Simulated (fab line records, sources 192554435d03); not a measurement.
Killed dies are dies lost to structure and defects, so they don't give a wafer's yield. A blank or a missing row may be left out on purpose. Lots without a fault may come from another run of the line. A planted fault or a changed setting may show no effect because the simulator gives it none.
Problem report in the 8D (eight disciplines) form, filled by code | flow n5_finfet | the parts of the form that need people (team, actions taken, sign-off) are left out

1. THE PROBLEM
raw_defect_count at N5_BEOL_M4_INSPECT_59 reads a mean of 1377 on 1 wafer of 1 lot; wafers without a fault read 74 with a standard deviation of 23. That is +57 standard deviations from the usual mean.
The step: inspects for defects (darkfield).
First seen on wafer L674.2, day 13 06:01, on defect_inspect-02. The record holds 31 wafers of 11 lots with a number at this step. Rule for "out", or "out of limits": more than 4 standard deviations from the usual mean. The other wafers with a number count as sound.

2. WHAT IT IS AND WHAT IT IS NOT
question                    | is                | is not
which readings at this step | raw_defect_count  | -
which lots                  | L674              | L656, L658, L659, L662, L663, L665, L666, L668, L673, L678
which wafers of those lots  | L674.2            | L674.3, L674.6
read on which gauges        | defect_inspect-02 | defect_inspect-01
when                        | from day 13 06:01 | up to then (27 sound wafers); but 3 sound wafers of L678 came after

3. SUSPECTS, AND WHAT RULES EACH OUT
Counting: a tool at a process step up to the reading stays a suspect if it ran every lot that is out. Sound lots after the first of them don't rule it out here, since some wafers of a struck lot are sound.
- the gauge at N5_BEOL_M4_INSPECT_59: ruled out. All the wafers that are out were read on defect_inspect-02, but those of them that N5_PASSIVATION_PROBE_49 has rows for are out there too, on other tools.
- pvd_sputter-02 at N5_BEOL_M4_ANNEAL_80 (time 240 s): kept. It ran the lot that is out, L674 (day 13 03:28); its last sound lot up to then is L673 (day 13 01:17).
- pvd_sputter-02 at N5_BEOL_M4_SPUTTER_86 (material Cu, target thk 4.5 nm, time 8.29 s): kept. It ran the lot that is out, L674 (day 13 03:49); its last sound lot up to then is L673 (day 13 01:38).
- pvd_sputter-02 at N5_BEOL_M4_SPUTTER_92 (material Cu, target thk 4.5 nm, time 8.29 s): kept. It ran the lot that is out, L674 (day 13 04:29); its last sound lot up to then is L673 (day 13 02:18).
- cmp-01 at N5_BEOL_M4_CMP_52 (polishes, stops on SiOC, t overpolish 6.8 s, target thk 40 nm): kept. It ran the lot that is out, L674 (day 13 05:27); its last sound lot up to then is L668 (day 12 16:31).
- Within cmp-01 at N5_BEOL_M4_CMP_52: the wafers that are out ran in chamber 0; their sound lot-mates ran in chambers 1, 2.
Left after counting: pvd_sputter-02 at N5_BEOL_M4_ANNEAL_80, pvd_sputter-02 at N5_BEOL_M4_SPUTTER_86, pvd_sputter-02 at N5_BEOL_M4_SPUTTER_92, cmp-01 at N5_BEOL_M4_CMP_52.

4. THE CAUSE (what the simulator had put in)
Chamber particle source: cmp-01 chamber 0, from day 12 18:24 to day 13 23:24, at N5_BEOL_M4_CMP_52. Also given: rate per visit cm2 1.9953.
Counting left 4 suspects, and this tool is among them.

5. THE CHAIN OF EFFECTS, in route order
Each row: a reading whose mean over the struck wafers that have a number lies more than 3 standard deviations from the usual. Only readings for which the record gives a usual standard deviation are gone through. hours: the time from each lot's start at the first step in this table that gives one to its start at this step, as a median over the lots. sigmas: the change in usual standard deviations.
hours | step                    | reading              | usual  | on struck wafers | change | sigmas
0     | N5_BEOL_M4_INSPECT_59   | raw_defect_count     | 74     | 1377             | +1303  | +57
3     | N5_BEOL_M5_INSPECT_13   | raw_defect_count     | 438    | 1644             | +1206  | +12
110   | N5_PASSIVATION_PROBE_49 | defect_limited_yield | 91.6 % | 31.7             | -59.9  | -43
110   | N5_PASSIVATION_PROBE_49 | killed_at_M4_up      | 13     | 776              | +763   | +99 or more
110   | N5_PASSIVATION_PROBE_49 | killed_dies          | 99     | 806              | +707   | +44
110   | N5_PASSIVATION_PROBE_49 | killed_on_rim        | 13     | 104              | +91    | +22
110   | N5_PASSIVATION_PROBE_49 | killed_open          | 65     | 25               | -40    | -3.1
110   | N5_PASSIVATION_PROBE_49 | sort_bin_5_function  | 4.9 %  | 44.4             | +39.5  | +44
110   | N5_PASSIVATION_PROBE_49 | sort_bin_6_memory    | 3.1 %  | 18.2             | +15.1  | +23
110   | N5_PASSIVATION_PROBE_49 | sort_n_pass          | 1081   | 374              | -707   | -42
110   | N5_PASSIVATION_PROBE_49 | sort_yield_pct       | 91.6 % | 31.7             | -59.9  | -43
The process steps in it:
- N5_PASSIVATION_PROBE_49

6. WHAT WOULD HAVE CAUGHT IT SOONER
In this record the first reading out of limits at a measuring or inspecting step was taken at day 13 06:01, 12 hours after the fault began at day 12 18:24.
Of the tool readings at N5_BEOL_M4_CMP_52 for which the record gives a usual standard deviation, none was out on any struck wafer, so an alarm limit of 4 standard deviations on them would not have fired.
All the lots that are out (1) had begun N5_BEOL_M4_CMP_52 on cmp-01 by day 13 06:01. A hold on the tool at that time would have spared none of them.
